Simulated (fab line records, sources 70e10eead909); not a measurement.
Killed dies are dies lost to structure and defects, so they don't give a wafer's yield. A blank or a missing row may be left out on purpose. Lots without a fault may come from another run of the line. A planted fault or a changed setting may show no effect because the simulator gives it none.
Which tool did it? | flow nand_harc | 6 lots, 18 wafers sampled, at 2 steps of a route of 1302

WHAT THE GAUGES READ, wafer by wafer
NHARC_P_GATE_CD_MEAS_26: target cd 120 nm.
lot  | measured     | on        | cd_nm (nm)
L811 | day 5 12:02  | cd_sem-03 | 120.4 119.7 120.4
L812 | day 6 02:02  | cd_sem-01 | 119.7 120.9 120.2
L817 | day 7 20:38  | cd_sem-02 | 119.4 118.8 119.9
L821 | day 9 18:59  | cd_sem-03 | 120.5 120.4 120.3
L830 | day 13 13:05 | cd_sem-01 | 136.4 137.1 136.3
L833 | day 14 12:34 | cd_sem-03 | 121.0 119.9 118.8

WHICH TOOL RAN EACH LOT (tool, then ch and the chambers of the sampled wafers, then the start)
lot  | NHARC_P_GATE_PEB_24
L811 | litho_track-01 ch 0, day 5 11:58
L812 | litho_track-06 ch 0, day 6 01:58
L817 | litho_track-04 ch 0, day 7 20:33
L821 | litho_track-01 ch 0, day 9 18:55
L830 | litho_track-06 ch 0, day 13 13:00
L833 | litho_track-01 ch 0, day 14 12:29
- NHARC_P_GATE_PEB_24: peb time 65 s.

THE ANSWER, worked out from the rows above alone
Rule: what is usual is taken from the lots themselves. Put in order of their means at a reading, lots are off if they are a third of the lots or fewer, leave a main group of 4 or more, and stand apart from it by a gap of 3 or more times the standard deviation of the main group's means; of several such gaps the widest counts. A main group whose means are all the same, to the digits that the tables above print for the reading, isn't used. A lot without any number at a reading at which 4 lots or more have one is off too. The other lots that the step has rows for count as sound.
Off: L830, at NHARC_P_GATE_CD_MEAS_26 (cd_nm). The main group: mean 120.0 nm, standard deviation 0.37.
A tool fits if, at a process step before that reading, it ran every lot that is off, and no sound lot after the first of them. The gauges at NHARC_P_GATE_CD_MEAS_26 are tried like those tools. Can't be told from this: 2 tools fit, litho_track-06 at NHARC_P_GATE_PEB_24, cd_sem-01 at NHARC_P_GATE_CD_MEAS_26.

WHAT THE SIMULATOR HAD PUT IN
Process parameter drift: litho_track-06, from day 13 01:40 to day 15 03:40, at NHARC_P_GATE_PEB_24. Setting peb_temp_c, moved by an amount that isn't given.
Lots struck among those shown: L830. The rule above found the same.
